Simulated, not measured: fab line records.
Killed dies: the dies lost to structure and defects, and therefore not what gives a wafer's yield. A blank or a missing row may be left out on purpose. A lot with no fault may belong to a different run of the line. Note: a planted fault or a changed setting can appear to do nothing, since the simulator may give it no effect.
Struck lot and sound lot, side by side | flow n5 finfet | 36 steps out of a route of 1938
Sound: these wafers, L393.1, L393.5, L393.6. Wafers struck: L379.1, L379.3, L379.5. The cause comes at the end.
Order at every step that has rows: each side's tool, ch and its chambers, its first start. Under that, the readings that differ: sound wafers | struck wafers | difference of the means | sigmas: that difference in standard deviations of wafers without a fault.
alike: readings whose means differ by less than 2 such deviations, and words and numbers that are the same on both sides. not compared: withheld readings, readings that some wafer has no value for, bounds like >300 that may hide the same value, and numbers for which the record gives no deviation and whose values overlap.
Wherever a step has rows on one side only, a row that says differs or no value, or a row with sigmas, the two part there. Numbers that have no deviation but don't overlap get no sigmas and don't part them. A reading that every wafer of one side lacks parts them only if that side has two wafers or more.

first, 9 steps without rows for these wafers: N5_BEOL_M4_ANNEAL_95 (time 240 s); N5_BEOL_M4_SPUTTER_96 (material Cu, target thk 4.5 nm, time 8.29 s); N5_BEOL_M4_ECD_50 (material Cu, target thk 300 nm); N5_BEOL_M4_ANNEAL_51 (time 90 s); N5_BEOL_M4_CMP_52 (polishes, stops on SiOC, t overpolish 6.8 s, target thk 40 nm); N5_BEOL_M4_PRE_CLEAN_60 (time 15 s); N5_BEOL_M4_CO_CAP_55 (material Co, precursor CCTBA/H2, target thk 2 nm, time 102.1 s); N5_BEOL_M4_PRE_CLEAN_56 (time 15 s); N5_BEOL_M4_DEP_57 (deposits SiCN from 3MS/NH3, target thk 8 nm, time 14 s).
N5_BEOL_M4_RC_MEAS_101:
  sound on prober-01 ch 0, day 13 08:50; struck on prober-01 ch 0, day 9 23:41
  alike: DIBL_N, DIBL_P, IOFF_N, IOFF_P, ION_N, ION_P, SS_N, SS_P, VT_N, VT_P
then, 24 steps without rows for these wafers: N5_BEOL_M5_ILD_DEP_00 (deposits SiCOH lowk from DEMS/porogen, target thk 140.64 nm, time 25.9 s); N5_BEOL_M5_CURE_79 (cures SiCOH lowk, time 240 s); N5_BEOL_M5_PECVD_70 (deposits SiO2 from TEOS/O2, target thk 16 nm, time 18 s); N5_BEOL_M5_HM_DEP_02 (deposits TiN, target thk 20 nm); N5_BEOL_M5_COAT_59 (time 60 s, resist thk 60 nm); N5_BEOL_M5_COAT_60 (time 60 s, resist thk 12 nm); N5_BEOL_M5_COAT_71 (time 60 s, resist thk 5 nm); N5_BEOL_M5_COAT_05 (resist thk 30 nm); N5_BEOL_M5_EBR_07; N5_BEOL_M5_SOFTBAKE_06 (time 60 s); N5_BEOL_M5_EXPOSE_08 (exposes mask M5, target cd 28 nm); N5_BEOL_M5_PEB_09 (peb time 60 s); N5_BEOL_M5_DEVELOP_10 (develop time 30 s); N5_BEOL_M5_DESCUM_16 (chemistry O2, time 7 s); N5_BEOL_M5_ETCH_72 (etches underlayer in N2/H2, target depth 6.5 nm, time 5.2 s); N5_BEOL_M5_ETCH_61 (etches SiARC in CF4, target depth 15.6 nm, time 26 s); N5_BEOL_M5_ETCH_62 (etches SOC in N2/H2, target depth 75 nm, overetch 15 nm, time 112.5 s); N5_BEOL_M5_STRIP_63 (strips in N2/H2); N5_BEOL_M5_STRIP_73 (strips in N2/H2); N5_BEOL_M5_STRIP_64 (strips in CF4); N5_BEOL_M5_HM_OPEN_17 (chemistry Cl2/BCl3, target TiN, target depth 20 nm, overetch 6 nm); N5_BEOL_M5_STRIP_19 (strips in O2); N5_BEOL_M5_COAT_65 (time 60 s, resist thk 60 nm); N5_BEOL_M5_COAT_66 (time 60 s, resist thk 12 nm).
-- a jump in the record: the struck wafers' starts before and after are 4 days apart (it breaks off in module BEOL_M5 and resumes in module PASSIVATION, where the first step shown is number 1929 of the route) --
N5_PASSIVATION_PASS_ETCH_47: etches SiNx in CF4/O2, target depth 770 nm, time 385 s.
  sound on rie diel-06 ch 2,3, day 17 14:10; struck on rie diel-06 ch 0,2, day 14 03:38
  no value came back on the struck wafers for any of 8 readings (O2_flow_sccm (sccm), bias w (W) and others); on the sound wafers O2_flow_sccm (sccm) reads 10.045 10.031 9.951
  not compared: rf hours counter h
N5_PASSIVATION_PROBE_49:
  only the struck wafers here have rows in the record (prober-02, day 14 17:10); the sound ones have none

== WHERE THEY PART ==
First at N5_PASSIVATION_PASS_ETCH_47; last, within this record, at N5_PASSIVATION_PROBE_49.

WHY: what the simulator had put in
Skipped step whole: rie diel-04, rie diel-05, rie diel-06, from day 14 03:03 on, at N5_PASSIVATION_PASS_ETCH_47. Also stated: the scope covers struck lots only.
